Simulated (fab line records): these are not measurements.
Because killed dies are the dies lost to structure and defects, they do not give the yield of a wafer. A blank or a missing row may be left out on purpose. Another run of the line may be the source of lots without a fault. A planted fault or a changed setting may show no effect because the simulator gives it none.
Which tool was responsible?	flow nand_harc	72 wafers from 24 lots sampled at 6 of the route's 1302 steps

WHAT THE GAUGES SHOWED, per wafer
NHARC_P_M2_THK_MEAS_24: measures by xrf.
lot	measured	on	thk_nm (nm)
L074	day 6 16:40	film_metro-01	142.8 141.9 142.2
L075	day 7 02:05	film_metro-01	144.7 142.5 144.9
L076	day 7 16:12	film_metro-02	144.2 142.0 143.5
L077	day 7 20:31	film_metro-02	140.8 143.3 143.0
L079	day 8 16:02	film_metro-01	142.4 146.5 144.6
L078	day 9 01:35	film_metro-02	142.1 143.8 144.0
L080	day 9 09:56	film_metro-02	143.7 143.4 144.5
L081	day 9 23:34	film_metro-01	143.4 144.6 144.2
L082	day 10 02:28	film_metro-01	145.5 142.6 142.8
L083	day 10 14:46	film_metro-02	142.5 143.6 144.9
L084	day 10 22:43	film_metro-01	144.0 145.0 145.5
L085	day 11 06:08	film_metro-01	144.3 146.0 145.7
L086	day 11 17:05	film_metro-02	144.6 145.9 144.7
L087	day 11 19:47	film_metro-01	141.4 141.7 141.5
L088	day 12 10:43	film_metro-02	144.1 145.4 146.5
L089	day 12 16:34	film_metro-02	141.2 143.4 143.4
L090	day 12 22:18	film_metro-01	144.1 143.7 143.6
L091	day 13 10:40	film_metro-02	143.0 144.0 144.8
L092	day 14 03:04	film_metro-01	143.7 145.0 144.7
L093	day 14 07:02	film_metro-02	145.6 142.7 143.9
L094	day 14 16:44	film_metro-02	143.2 145.4 143.1
L095	day 15 17:20	film_metro-01	145.4 142.8 142.4
L096	day 15 21:45	film_metro-02	141.7 142.6 146.5
L097	day 16 04:26	film_metro-02	144.7 144.7 145.7

NHARC_P_BONDPAD_INSPECT_23.
lot	measured	on	raw_defect_count
L074	day 6 21:31	defect_inspect-02	392 356 365
L075	day 7 06:47	defect_inspect-02	489 293 220
L076	day 7 21:04	defect_inspect-01	505 449 521
L077	day 8 01:07	defect_inspect-02	816 558 432
L079	day 8 20:41	defect_inspect-01	270 269 125
L078	day 9 06:19	defect_inspect-01	341 507 244
L080	day 9 14:32	defect_inspect-01	193 205 203
L081	day 10 04:22	defect_inspect-01	300 457 593
L082	day 10 07:10	defect_inspect-01	228 234 229
L083	day 10 19:26	defect_inspect-01	702 296 725
L084	day 11 03:28	defect_inspect-02	326 394 248
L085	day 11 11:20	defect_inspect-01	330 392 205
L086	day 11 21:45	defect_inspect-01	488 676 465
L087	day 12 00:37	defect_inspect-02	311 441 313
L088	day 12 15:20	defect_inspect-02	210 392 239
L089	day 12 21:18	defect_inspect-02	501 408 225
L090	day 13 02:52	defect_inspect-02	301 504 639
L091	day 13 15:25	defect_inspect-01	457 404 330
L092	day 14 07:44	defect_inspect-02	282 473 526
L093	day 14 11:49	defect_inspect-02	437 299 380
L094	day 14 21:41	defect_inspect-02	300 609 556
L095	day 15 22:13	defect_inspect-01	262 335 274
L096	day 16 02:38	defect_inspect-02	278 229 165
L097	day 16 09:09	defect_inspect-01	254 176 291

NHARC_A_ONON_D1_THK_MEAS_27: measures by ellipsometry.
lot	measured	on	thk_nm (nm)
L074	day 8 08:11	film_metro-01	1002 1002 999
L075	day 8 18:04	film_metro-01	988 987 988
L076	day 9 08:53	film_metro-01	1003 1003 1003
L077	day 9 14:23	film_metro-02	988 989 989
L079	day 10 08:04	film_metro-02	994 996 996
L078	day 10 20:19	film_metro-01	993 993 992
L080	day 11 01:44	film_metro-01	995 996 994
L081	day 11 15:22	film_metro-02	983 985 982
L082	day 11 15:21	film_metro-01	1017 1018 1017
L083	day 12 10:28	film_metro-01	992 989 989
L084	day 12 15:29	film_metro-02	992 992 992
L085	day 12 22:46	film_metro-02	1007 1007 1004
L086	day 13 08:37	film_metro-01	999 998 1000
L087	day 13 17:06	film_metro-02	1007 1006 1005
L088	day 14 04:17	film_metro-01	1002 1000 1001
L089	day 14 07:56	film_metro-02	995 994 994
L090	day 14 15:07	film_metro-01	998 997 998
L091	day 15 05:05	film_metro-01	1001 1003 1001
L092	day 15 20:56	film_metro-01	988 989 987
L093	day 15 20:56	film_metro-02	981 980 981
L094	day 16 09:58	film_metro-01	997 998 997
L095	day 17 11:11	film_metro-01	1005 1002 1003
L096	day 17 16:37	film_metro-01	999 1000 1000
L097	day 17 22:02	film_metro-01	986 988 986

WHICH TOOL RAN EACH LOT (tool, then ch and the chambers of the sampled wafers, then the start)
lot	NHARC_P_M2_ETCH_15	NHARC_P_BONDPAD_ETCH_24	NHARC_A_ZERO_WELL_ETCH_19
L074	rie_diel-07 ch 0,1, day 6 16:40 or earlier	rie_diel-06 ch 0,1,3, day 6 21:31 or earlier	rie_diel-10 ch 0,1,3, day 6 23:04
L075	rie_diel-03 ch 1,2,3, day 7 02:05 or earlier	rie_diel-11 ch 1,3, day 7 06:47 or earlier	rie_diel-10 ch 0,2,3, day 7 08:13
L076	rie_diel-05 ch 1,2,3, day 7 16:12 or earlier	rie_diel-11 ch 0,1,3, day 7 21:04 or earlier	rie_diel-08 ch 0,1,2, day 7 22:32
L077	rie_diel-07 ch 0,1,2, day 7 20:31 or earlier	rie_diel-06 ch 0,1,3, day 8 01:07 or earlier	rie_diel-10 ch 0,1, day 8 02:38
L079	rie_diel-07 ch 0,3, day 8 16:02 or earlier	rie_diel-02 ch 0,2, day 8 18:39	rie_diel-13 ch 0,1,3, day 8 22:15
L078	rie_diel-07 ch 0,2,3, day 9 01:35 or earlier	rie_diel-02 ch 0,1, day 9 06:19 or earlier	rie_diel-13 ch 1,3, day 9 07:51
L080	rie_diel-03 ch 1,3, day 9 09:56 or earlier	rie_diel-06 ch 1,2, day 9 14:32 or earlier	rie_diel-10 ch 0,2, day 9 16:04
L081	rie_diel-05 ch 0,1,3, day 9 23:34 or earlier	rie_diel-06 ch 0,2, day 10 02:21	rie_diel-10 ch 0,2,3, day 10 05:47
L082	rie_diel-07 ch 1,2,3, day 10 02:28 or earlier	rie_diel-06 ch 0,2, day 10 07:10 or earlier	rie_diel-10 ch 0,3, day 10 08:43
L083	rie_diel-05 ch 1,2,3, day 10 14:46 or earlier	rie_diel-11 ch 2,3, day 10 19:26 or earlier	rie_diel-13 ch 0,3, day 10 20:59
L084	rie_diel-07 ch 0,1,3, day 10 22:43 or earlier	rie_diel-06 ch 0,1,2, day 11 03:28 or earlier	rie_diel-13 ch 0,1,3, day 11 04:56
L085	rie_diel-05 ch 0,1,3, day 11 06:08 or earlier	rie_diel-06 ch 1,2, day 11 08:53	rie_diel-10 ch 2,3, day 11 12:45
L086	rie_diel-07 ch 0,2, day 11 17:05 or earlier	rie_diel-06 ch 0,2, day 11 21:45 or earlier	rie_diel-13 ch 1,2, day 11 23:10
L087	rie_diel-07 ch 0,1,3, day 11 19:47 or earlier	rie_diel-06 ch 0,2,3, day 12 00:37 or earlier	rie_diel-13 ch 0,1,3, day 12 02:10
L088	rie_diel-07 ch 0,2,3, day 12 10:43 or earlier	rie_diel-06 ch 0,2,3, day 12 15:20 or earlier	rie_diel-10 ch 0,1,3, day 12 16:52
L089	rie_diel-07 ch 0,2,3, day 12 16:34 or earlier	rie_diel-02 ch 1,2,3, day 12 21:18 or earlier	rie_diel-10 ch 0,1,2, day 12 22:44
L090	rie_diel-05 ch 0,1, day 12 22:18 or earlier	rie_diel-06 ch 0,2,3, day 13 02:52 or earlier	rie_diel-10 ch 2,3, day 13 04:19
L091	rie_diel-03 ch 1,2, day 13 10:40 or earlier	rie_diel-02 ch 1,2, day 13 15:25 or earlier	rie_diel-08 ch 0,1,2, day 13 16:59
L092	rie_diel-07 ch 0,2,3, day 14 03:04 or earlier	rie_diel-11 ch 0,2,3, day 14 07:44 or earlier	rie_diel-10 ch 0,3, day 14 09:13
L093	rie_diel-07 ch 1,3, day 14 07:02 or earlier	rie_diel-06 ch 2,3, day 14 11:49 or earlier	rie_diel-13 ch 1,2,3, day 14 13:15
L094	rie_diel-03 ch 0,3, day 14 16:44 or earlier	rie_diel-11 ch 0,1, day 14 21:41 or earlier	rie_diel-13 ch 0,1,3, day 14 23:17
L095	rie_diel-07 ch 1,2,3, day 15 17:20 or earlier	rie_diel-02 ch 0,2,3, day 15 22:13 or earlier	rie_diel-10 ch 0,1,2, day 15 23:38
L096	rie_diel-07 ch 0,2,3, day 15 21:45 or earlier	rie_diel-11 ch 0,1,2, day 16 02:38 or earlier	rie_diel-13 ch 1,2,3, day 16 04:10
L097	rie_diel-05 ch 0,1,2, day 16 04:26 or earlier	rie_diel-06 ch 0,1, day 16 09:09 or earlier	rie_diel-10 ch 1,2, day 16 10:47
- NHARC_P_M2_ETCH_15: etches the open film in C4F8/Ar, target depth 182.5 nm, time 91.2 s.
- NHARC_P_BONDPAD_ETCH_24: etches the open film in CF4/N2, target depth 30 nm, time 72.99 s.
- NHARC_A_ZERO_WELL_ETCH_19: etches the open film in N2/H2, target depth 80 nm, overetch 24 nm, time 87.88 s.

AS READ BY THE TOOLS THEMSELVES (means over the sampled wafers that have a number; for cases with no such wafer, the mark the record gives instead)
NHARC_P_M2_ETCH_15.
lot	tool	oes_product_au (a.u.)	rf_vpp_V (V)
L074	rie_diel-07	0.956	439.9
L075	rie_diel-03	0.927	440.2
L076	rie_diel-05	0.939	440.8
L077	rie_diel-07	0.962	440.3
L079	rie_diel-07	0.951	440.1
L078	rie_diel-07	0.976	440.8
L080	rie_diel-03	0.919	438.6
L081	rie_diel-05	0.932	440.8
L082	rie_diel-07	0.923	440.3
L083	rie_diel-05	0.931	440.0
L084	rie_diel-07	0.940	441.0
L085	rie_diel-05	0.974	441.3
L086	rie_diel-07	0.943	441.6
L087	rie_diel-07	0.926	440.1
L088	rie_diel-07	0.920	441.6
L089	rie_diel-07	0.925	441.5
L090	rie_diel-05	0.919	441.9
L091	rie_diel-03	0.960	438.6
L092	rie_diel-07	0.960	441.0
L093	rie_diel-07	0.968	438.7
L094	rie_diel-03	0.925	441.3
L095	rie_diel-07	0.968	439.8
L096	rie_diel-07	0.940	441.2
L097	rie_diel-05	0.921	442.6

NHARC_P_BONDPAD_ETCH_24.
lot	tool	drypump_motor_current_A (A)	mfc_ar_sccm (sccm)	n2_flow_sccm (sccm)	oes_product_au (a.u.)	rf_vpp_V (V)	showerhead_plenum_p_Torr (Torr)	throttle_valve_pct (%)
L074	rie_diel-06	5.3	149.9	99.9	0.990	314.6	2.61	19.788
L075	rie_diel-11	5.4	149.5	100.2	1.000	314.4	2.62	19.799
L076	rie_diel-11	5.4	149.7	100.2	1.004	313.2	2.58	19.801
L077	rie_diel-06	5.3	149.7	99.9	0.997	314.1	2.61	19.797
L079	rie_diel-02	6.1	149.7	99.9	1.004	313.7	2.64	19.793
L078	rie_diel-02	5.6	149.9	99.9	1.005	316.2	2.68	19.798
L080	rie_diel-06	5.6	149.7	99.9	0.992	316.7	2.79	19.792
L081	rie_diel-06	5.8	149.7	99.9	1.001	315.7	2.73	19.793
L082	rie_diel-06	5.8	150.2	100.1	1.000	315.5	2.73	19.783
L083	rie_diel-11	5.4	149.9	99.5	0.994	313.1	2.58	19.796
L084	rie_diel-06	5.6	150.0	100.2	0.990	316.1	2.70	19.802
L085	rie_diel-06	5.6	149.9	100.2	0.992	317.0	2.79	19.789
L086	rie_diel-06	5.8	150.2	100.1	1.006	314.5	2.64	19.785
L087	rie_diel-06	5.5	149.7	100.2	1.000	315.0	2.63	19.792
L088	rie_diel-06	5.4	150.0	100.1	0.994	313.7	2.63	19.803
L089	rie_diel-02	6.1	150.2	99.8	0.992	314.9	2.66	19.792
L090	rie_diel-06	5.4	150.1	99.8	1.008	314.4	2.63	19.793
L091	rie_diel-02	6.3	149.9	100.0	0.997	314.3	2.64	19.786
L092	rie_diel-11	5.4	150.3	100.1	1.003	313.7	2.55	19.795
L093	rie_diel-06	5.1	150.5	100.2	1.008	315.1	2.63	19.796
L094	rie_diel-11	5.1	150.0	100.2	1.008	311.8	2.49	19.789
L095	rie_diel-02	5.9	150.3	100.1	0.990	314.5	2.65	19.795
L096	rie_diel-11	5.1	149.9	99.9	1.013	311.6	2.51	19.793
L097	rie_diel-06	5.5	150.2	100.1	0.997	315.5	2.67	19.795

NHARC_A_ZERO_WELL_ETCH_19.
lot	tool	drypump_motor_current_A (A)	mfc_ar_sccm (sccm)	n2_flow_sccm (sccm)	oes_product_au (a.u.)	rf_vpp_V (V)	showerhead_plenum_p_Torr (Torr)	throttle_valve_pct (%)
L074	rie_diel-10	5.4	0.020	149.7	1.001	431.2	2.05	14.166
L075	rie_diel-10	5.5	0.020	149.7	1.002	431.2	2.08	14.175
L076	rie_diel-08	5.7	0.014	150.0	1.000	430.2	2.01	14.170
L077	rie_diel-10	5.7	0.006	150.3	1.000	427.8	1.96	14.172
L079	rie_diel-13	5.8	0.002	149.9	1.000	427.8	1.96	14.178
L078	rie_diel-13	5.9	0.002	149.9	0.998	429.7	2.01	14.170
L080	rie_diel-10	5.8	0.006	150.0	0.994	429.3	2.01	14.169
L081	rie_diel-10	5.5	0.020	150.0	1.000	431.5	2.08	14.157
L082	rie_diel-10	5.2	0.034	150.1	0.999	433.8	2.14	14.170
L083	rie_diel-13	5.5	0.000	149.9	1.008	428.5	1.93	14.177
L084	rie_diel-13	5.8	0.002	150.0	1.002	427.4	1.96	14.176
L085	rie_diel-10	5.3	0.028	150.2	1.001	433.2	2.12	14.176
L086	rie_diel-13	6.2	0.006	149.9	1.003	428.3	1.95	14.179
L087	rie_diel-13	5.8	0.002	150.4	0.998	427.2	1.96	14.161
L088	rie_diel-10	5.5	0.020	150.1	1.005	430.4	2.05	14.171
L089	rie_diel-10	5.7	0.006	150.2	1.000	429.4	1.99	14.164
L090	rie_diel-10	5.3	0.028	149.6	1.002	432.4	2.12	14.172
L091	rie_diel-08	5.7	0.014	150.1	0.995	429.1	1.99	14.158
L092	rie_diel-10	5.4	0.025	149.5	0.995	432.1	2.10	14.163
L093	rie_diel-13	6.1	0.004	149.9	0.998	427.5	1.97	14.179
L094	rie_diel-13	5.8	0.002	149.6	1.002	428.2	1.95	14.174
L095	rie_diel-10	5.7	0.006	149.9	1.002	429.4	1.99	14.166
L096	rie_diel-13	6.0	0.004	149.7	1.001	428.4	1.97	14.163
L097	rie_diel-10	5.8	0.000	150.2	0.997	428.8	1.96	14.174

THE ANSWER, worked out from the rows above alone
Rule: the usual values come from the lots themselves. Put in order of their means at a reading, lots are off if they are a third of the lots or fewer, leave a main group of 4 or more, and stand apart from it by a gap of 3 or more times the standard deviation of the main group's means; of several such gaps the widest counts. A main group is skipped when, at the precision printed for the reading in the tables above, its means are all equal. Also off: a lot with no number at a reading for which 4 or more lots have one. Any other lot the step has rows for is counted as sound. After the gauges, taken in route order, come the tools' own readings; for these a lot's mean is taken, as printed above. At the first step where some lot is off, the reading lying furthest off is the one used; lots without a number count as furthest.
None of the lots is off at any reading shown; this tells nothing.

WHAT THE SIMULATOR HAD PUT IN
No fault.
